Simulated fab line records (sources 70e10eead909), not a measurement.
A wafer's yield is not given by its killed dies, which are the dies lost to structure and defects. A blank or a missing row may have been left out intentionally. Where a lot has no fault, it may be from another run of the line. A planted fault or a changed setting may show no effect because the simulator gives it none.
Which of the tools did it? || flow nandHarc || 36 wafers from 12 lots sampled at 6 of the route's 1159 steps

== WHAT EACH GAUGE READ, for each wafer ==
NHARC_P_GATE_CD_MEAS_11 targets a cd of 1640 nm.
{"lot": "L581", "measured": "day 4 05:41", "on": "cdSem-01", "cdNm (nm)": "1640.6 1645.5 1638.2"}
{"lot": "L583", "measured": "day 4 19:04", "on": "cdSem-03", "cdNm (nm)": "1641.0 1637.7 1637.3"}
{"lot": "L586", "measured": "day 5 18:11", "on": "cdSem-03", "cdNm (nm)": "1641.7 1636.3 1639.7"}
{"lot": "L587", "measured": "day 5 18:02", "on": "cdSem-03", "cdNm (nm)": "- - -"}
{"lot": "L589", "measured": "day 6 09:11", "on": "cdSem-03", "cdNm (nm)": "1638.3 1636.7 1638.0"}
{"lot": "L596", "measured": "day 8 02:07", "on": "cdSem-01", "cdNm (nm)": "1638.1 1637.6 1636.7"}
{"lot": "L598", "measured": "day 8 09:54", "on": "cdSem-03", "cdNm (nm)": "1636.1 1637.7 1638.9"}
{"lot": "L599", "measured": "day 9 03:28", "on": "cdSem-01", "cdNm (nm)": "1637.7 1638.4 1638.2"}
{"lot": "L600", "measured": "day 9 03:19", "on": "cdSem-01", "cdNm (nm)": "1636.5 1633.8 1638.6"}
{"lot": "L601", "measured": "day 9 13:34", "on": "cdSem-03", "cdNm (nm)": "1636.3 1634.4 1639.6"}
{"lot": "L602", "measured": "day 9 13:25", "on": "cdSem-02", "cdNm (nm)": "1640.1 1637.1 1641.4"}
{"lot": "L603", "measured": "day 9 18:58", "on": "cdSem-01", "cdNm (nm)": "1638.3 1637.3 1637.7"}

NHARC_P_GATE_OVL_MEAS_27.
{"lot": "L581", "measured": "day 4 19:48", "on": "overlay-01", "overlayXNm (nm)": "0.0 -0.5 0.0", "overlayYNm (nm)": "0.3 0.4 0.6"}
{"lot": "L583", "measured": "day 5 08:49", "on": "overlay-01", "overlayXNm (nm)": "0.3 0.1 0.5", "overlayYNm (nm)": "-0.1 -0.4 -0.1"}
{"lot": "L586", "measured": "day 6 09:31", "on": "overlay-02", "overlayXNm (nm)": "-0.5 -0.1 -0.1", "overlayYNm (nm)": "-0.4 -0.3 -0.7"}
{"lot": "L587", "measured": "day 6 09:32", "on": "overlay-01", "overlayXNm (nm)": "1.4 1.9 1.5", "overlayYNm (nm)": "-0.2 -0.5 -0.1"}
{"lot": "L589", "measured": "day 7 05:14", "on": "overlay-01", "overlayXNm (nm)": "0.4 -0.3 -0.4", "overlayYNm (nm)": "0.7 1.3 1.3"}
{"lot": "L596", "measured": "day 8 18:24", "on": "overlay-01", "overlayXNm (nm)": "-0.2 -0.6 -0.1", "overlayYNm (nm)": "-0.9 -1.3 -1.3"}
{"lot": "L598", "measured": "day 9 00:07", "on": "overlay-02", "overlayXNm (nm)": "0.9 0.8 0.7", "overlayYNm (nm)": "1.3 0.8 0.6"}
{"lot": "L599", "measured": "day 9 18:51", "on": "overlay-02", "overlayXNm (nm)": "0.2 0.0 -0.4", "overlayYNm (nm)": "-0.1 -0.2 -0.6"}
{"lot": "L600", "measured": "day 9 18:25", "on": "overlay-01", "overlayXNm (nm)": "0.7 0.3 0.4", "overlayYNm (nm)": "1.3 0.4 0.8"}
{"lot": "L601", "measured": "day 10 03:18", "on": "overlay-01", "overlayXNm (nm)": "-1.2 -1.0 -1.1", "overlayYNm (nm)": "-0.4 -0.4 -0.4"}
{"lot": "L602", "measured": "day 10 03:09", "on": "overlay-02", "overlayXNm (nm)": "0.1 0.2 0.3", "overlayYNm (nm)": "0.3 0.3 -0.4"}
{"lot": "L603", "measured": "day 10 15:35", "on": "overlay-01", "overlayXNm (nm)": "-1.1 -0.4 -0.5", "overlayYNm (nm)": "0.8 0.5 0.8"}

NHARC_END_SORT_01.
{"lot": "L586", "measured": "day 22 00:25", "on": "prober-01", "killedAtArray": "24 26 25", "killedAtOther": "3 1 0", "killedAtPeriphery": "3 0 1", "killedDies": "30 27 26", "killedOpen": "4 2 2", "killedShort": "2 3 2"}
{"lot": "L587", "measured": "day 21 01:08", "on": "prober-02", "killedAtArray": "16 18 17", "killedAtOther": "0 0 0", "killedAtPeriphery": "661 659 660", "killedDies": "677 677 677", "killedOpen": "4 6 4", "killedShort": "4 2 2"}
{"lot": "L589", "measured": "day 22 14:58", "on": "prober-02", "killedAtArray": "27 18 29", "killedAtOther": "4 2 3", "killedAtPeriphery": "6 3 7", "killedDies": "37 23 39", "killedOpen": "5 5 2", "killedShort": "3 2 2"}

== WHAT TOOL EACH LOT RAN ON (gives the tool, then ch and the chambers of the sampled wafers, and finally the start) ==
{"lot": "L581", "NHARC_P_ZERO_WELL_DESCUM_26": "rieDiel-09 ch 1,2, day 1 20:42", "NHARC_P_GATE_EXPOSE_08": "krfScanner-02 ch 0, day 4 05:32", "NHARC_P_GATE_STRIP_108": "rieDiel-06 ch 1,2,3, day 4 20:34"}
{"lot": "L583", "NHARC_P_ZERO_WELL_DESCUM_26": "rieDiel-01 ch 1,2, day 2 08:40", "NHARC_P_GATE_EXPOSE_08": "krfScanner-01 ch 0, day 4 18:55", "NHARC_P_GATE_STRIP_108": "rieDiel-03 ch 0,1,2, day 5 09:37"}
{"lot": "L586", "NHARC_P_ZERO_WELL_DESCUM_26": "rieDiel-07 ch 0,1,2, day 3 02:38", "NHARC_P_GATE_EXPOSE_08": "krfScanner-01 ch 0, day 5 18:02", "NHARC_P_GATE_STRIP_108": "rieDiel-06 ch 2,3, day 6 10:28"}
{"lot": "L587", "NHARC_P_ZERO_WELL_DESCUM_26": "rieDiel-09 ch 1,3, day 3 08:46", "NHARC_P_GATE_EXPOSE_08": "krfScanner-02 ch 0, day 5 17:53", "NHARC_P_GATE_STRIP_108": "rieDiel-03 ch 0,1,2, day 6 10:28"}
{"lot": "L589", "NHARC_P_ZERO_WELL_DESCUM_26": "rieDiel-07 ch 1,2,3, day 3 20:58", "NHARC_P_GATE_EXPOSE_08": "krfScanner-03 ch 0, day 6 09:02", "NHARC_P_GATE_STRIP_108": "rieDiel-06 ch 0,1,2, day 7 06:00"}
{"lot": "L596", "NHARC_P_ZERO_WELL_DESCUM_26": "rieDiel-01 ch 0,1,2, day 5 14:31", "NHARC_P_GATE_EXPOSE_08": "krfScanner-02 ch 0, day 8 01:57", "NHARC_P_GATE_STRIP_108": "rieDiel-03 ch 1,3, day 8 19:14"}
{"lot": "L598", "NHARC_P_ZERO_WELL_DESCUM_26": "rieDiel-01 ch 0,2,3, day 6 02:57", "NHARC_P_GATE_EXPOSE_08": "krfScanner-01 ch 0, day 8 09:44", "NHARC_P_GATE_STRIP_108": "rieDiel-06 ch 2,3, day 9 01:11"}
{"lot": "L599", "NHARC_P_ZERO_WELL_DESCUM_26": "rieDiel-01 ch 0,1,3, day 6 08:46", "NHARC_P_GATE_EXPOSE_08": "krfScanner-02 ch 0, day 9 03:19", "NHARC_P_GATE_STRIP_108": "rieDiel-06 ch 2,3, day 9 19:35"}
{"lot": "L600", "NHARC_P_ZERO_WELL_DESCUM_26": "rieDiel-07 ch 1,2,3, day 6 14:34", "NHARC_P_GATE_EXPOSE_08": "krfScanner-03 ch 0, day 9 03:09", "NHARC_P_GATE_STRIP_108": "rieDiel-06 ch 1,2, day 9 19:11"}
{"lot": "L601", "NHARC_P_ZERO_WELL_DESCUM_26": "rieDiel-07 ch 0,1,2, day 6 20:43", "NHARC_P_GATE_EXPOSE_08": "krfScanner-03 ch 0, day 9 13:25", "NHARC_P_GATE_STRIP_108": "rieDiel-13 ch 1,2,3, day 10 04:51"}
{"lot": "L602", "NHARC_P_ZERO_WELL_DESCUM_26": "rieDiel-09 ch 0,2,3, day 7 02:31", "NHARC_P_GATE_EXPOSE_08": "krfScanner-01 ch 0, day 9 13:15", "NHARC_P_GATE_STRIP_108": "rieDiel-13 ch 2,3, day 10 04:39"}
{"lot": "L603", "NHARC_P_ZERO_WELL_DESCUM_26": "rieDiel-01 ch 1,3, day 7 08:37", "NHARC_P_GATE_EXPOSE_08": "krfScanner-01 ch 0, day 9 18:49", "NHARC_P_GATE_STRIP_108": "rieDiel-06 ch 0,1,2, day 10 16:20"}
- NHARC_P_ZERO_WELL_DESCUM_26: chemistry O2, time 3 s.
- NHARC_P_GATE_EXPOSE_08: exposes mask P HV.
- NHARC_P_GATE_STRIP_108: strips in O2.

== WHAT THE TOOLS THEMSELVES READ (means of the sampled wafers that have a number; where no wafer has one, the mark that the record gives instead) ==
NHARC_P_ZERO_WELL_DESCUM_26.
{"lot": "L581", "tool": "rieDiel-09", "drypumpMotorCurrentA (A)": 5.66, "oesProductAu (a.u.)": 1.006, "rfVppV (V)": 57.1, "showerheadPlenumPTorr (Torr)": 1.85, "throttleValvePct (%)": 11.313}
{"lot": "L583", "tool": "rieDiel-01", "drypumpMotorCurrentA (A)": 5.63, "oesProductAu (a.u.)": 0.992, "rfVppV (V)": 57.9, "showerheadPlenumPTorr (Torr)": 1.98, "throttleValvePct (%)": 11.310}
{"lot": "L586", "tool": "rieDiel-07", "drypumpMotorCurrentA (A)": 5.89, "oesProductAu (a.u.)": 1.009, "rfVppV (V)": 57.3, "showerheadPlenumPTorr (Torr)": 1.89, "throttleValvePct (%)": 11.306}
{"lot": "L587", "tool": "rieDiel-09", "drypumpMotorCurrentA (A)": 5.53, "oesProductAu (a.u.)": 1.016, "rfVppV (V)": 57.8, "showerheadPlenumPTorr (Torr)": 1.91, "throttleValvePct (%)": 11.322}
{"lot": "L589", "tool": "rieDiel-07", "drypumpMotorCurrentA (A)": 6.09, "oesProductAu (a.u.)": 1.007, "rfVppV (V)": 58.4, "showerheadPlenumPTorr (Torr)": 1.85, "throttleValvePct (%)": 11.312}
{"lot": "L596", "tool": "rieDiel-01", "drypumpMotorCurrentA (A)": 5.85, "oesProductAu (a.u.)": 0.981, "rfVppV (V)": 57.9, "showerheadPlenumPTorr (Torr)": 2.00, "throttleValvePct (%)": 11.311}
{"lot": "L598", "tool": "rieDiel-01", "drypumpMotorCurrentA (A)": 5.96, "oesProductAu (a.u.)": 0.986, "rfVppV (V)": 58.2, "showerheadPlenumPTorr (Torr)": 1.98, "throttleValvePct (%)": 11.315}
{"lot": "L599", "tool": "rieDiel-01", "drypumpMotorCurrentA (A)": 5.78, "oesProductAu (a.u.)": 1.001, "rfVppV (V)": 58.5, "showerheadPlenumPTorr (Torr)": 1.96, "throttleValvePct (%)": 11.312}
{"lot": "L600", "tool": "rieDiel-07", "drypumpMotorCurrentA (A)": 6.11, "oesProductAu (a.u.)": 1.003, "rfVppV (V)": 57.6, "showerheadPlenumPTorr (Torr)": 1.85, "throttleValvePct (%)": 11.318}
{"lot": "L601", "tool": "rieDiel-07", "drypumpMotorCurrentA (A)": 5.89, "oesProductAu (a.u.)": 1.001, "rfVppV (V)": 58.3, "showerheadPlenumPTorr (Torr)": 1.89, "throttleValvePct (%)": 11.313}
{"lot": "L602", "tool": "rieDiel-09", "drypumpMotorCurrentA (A)": 5.61, "oesProductAu (a.u.)": 1.010, "rfVppV (V)": 58.1, "showerheadPlenumPTorr (Torr)": 1.99, "throttleValvePct (%)": 11.314}
{"lot": "L603", "tool": "rieDiel-01", "drypumpMotorCurrentA (A)": 5.54, "oesProductAu (a.u.)": 0.990, "rfVppV (V)": 57.8, "showerheadPlenumPTorr (Torr)": 1.94, "throttleValvePct (%)": 11.305}

NHARC_P_GATE_STRIP_108.
{"lot": "L581", "tool": "rieDiel-06", "drypumpMotorCurrentA (A)": 5.8, "oesProductAu (a.u.)": 0.998, "rfVppV (V)": 59.1, "showerheadPlenumPTorr (Torr)": 3.53, "throttleValvePct (%)": 17.030}
{"lot": "L583", "tool": "rieDiel-03", "drypumpMotorCurrentA (A)": 6.1, "oesProductAu (a.u.)": 0.993, "rfVppV (V)": 57.3, "showerheadPlenumPTorr (Torr)": 3.41, "throttleValvePct (%)": 17.041}
{"lot": "L586", "tool": "rieDiel-06", "drypumpMotorCurrentA (A)": 5.9, "oesProductAu (a.u.)": 1.003, "rfVppV (V)": 57.0, "showerheadPlenumPTorr (Torr)": 3.44, "throttleValvePct (%)": 17.031}
{"lot": "L587", "tool": "rieDiel-03", "drypumpMotorCurrentA (A)": 6.1, "oesProductAu (a.u.)": 0.991, "rfVppV (V)": 57.5, "showerheadPlenumPTorr (Torr)": 3.41, "throttleValvePct (%)": 17.029}
{"lot": "L589", "tool": "rieDiel-06", "drypumpMotorCurrentA (A)": 5.6, "oesProductAu (a.u.)": 0.998, "rfVppV (V)": 57.3, "showerheadPlenumPTorr (Torr)": 3.55, "throttleValvePct (%)": 17.037}
{"lot": "L596", "tool": "rieDiel-03", "drypumpMotorCurrentA (A)": 6.3, "oesProductAu (a.u.)": 0.992, "rfVppV (V)": 57.9, "showerheadPlenumPTorr (Torr)": 3.52, "throttleValvePct (%)": 17.039}
{"lot": "L598", "tool": "rieDiel-06", "drypumpMotorCurrentA (A)": 5.8, "oesProductAu (a.u.)": 0.984, "rfVppV (V)": 57.8, "showerheadPlenumPTorr (Torr)": 3.57, "throttleValvePct (%)": 17.034}
{"lot": "L599", "tool": "rieDiel-06", "drypumpMotorCurrentA (A)": 5.9, "oesProductAu (a.u.)": 0.997, "rfVppV (V)": 57.3, "showerheadPlenumPTorr (Torr)": 3.44, "throttleValvePct (%)": 17.043}
{"lot": "L600", "tool": "rieDiel-06", "drypumpMotorCurrentA (A)": 5.7, "oesProductAu (a.u.)": 1.005, "rfVppV (V)": 57.5, "showerheadPlenumPTorr (Torr)": 3.60, "throttleValvePct (%)": 17.038}
{"lot": "L601", "tool": "rieDiel-13", "drypumpMotorCurrentA (A)": 5.7, "oesProductAu (a.u.)": 1.001, "rfVppV (V)": 58.0, "showerheadPlenumPTorr (Torr)": 3.50, "throttleValvePct (%)": 17.032}
{"lot": "L602", "tool": "rieDiel-13", "drypumpMotorCurrentA (A)": 5.8, "oesProductAu (a.u.)": 0.998, "rfVppV (V)": 57.9, "showerheadPlenumPTorr (Torr)": 3.47, "throttleValvePct (%)": 17.025}
{"lot": "L603", "tool": "rieDiel-06", "drypumpMotorCurrentA (A)": 5.6, "oesProductAu (a.u.)": 0.994, "rfVppV (V)": 58.4, "showerheadPlenumPTorr (Torr)": 3.54, "throttleValvePct (%)": 17.035}

== THE ANSWER, worked out from the rows above alone ==
Rule: the usual values come from the lots themselves. The widest of any qualifying gaps counts: lots, ordered by their means at a reading, are off when they make up no more than a third of the lots, leave a main group of 4 or more, and stand apart from it by 3 or more times the standard deviation of that group's means. A main group whose means are all the same, to the digits that the tables above print for the reading, isn't used. A lot without any number at a reading at which 4 lots or more have one is off too. Where the step has rows for the other lots, those lots are counted as sound. The gauges are gone through in route order, then the tools' own readings, and for those a lot's mean is taken as printed above. The first step at which some lot is off is used, and at that step the reading that is off furthest; a lot without a number counts as furthest.
Off at NHARC_P_GATE_CD_MEAS_11 (cdNm): L587. Without a number there: L587. For the main group the mean is 1638.2 nm and the standard deviation 1.4.
A tool fits if, at a process step before that reading, it ran every lot that is off, and no sound lot after the first of them. Gauges at NHARC_P_GATE_CD_MEAS_11: tried the same way as those tools. Not one of the candidates tried fits.

== WHAT THE SIMULATOR HAD PUT IN ==
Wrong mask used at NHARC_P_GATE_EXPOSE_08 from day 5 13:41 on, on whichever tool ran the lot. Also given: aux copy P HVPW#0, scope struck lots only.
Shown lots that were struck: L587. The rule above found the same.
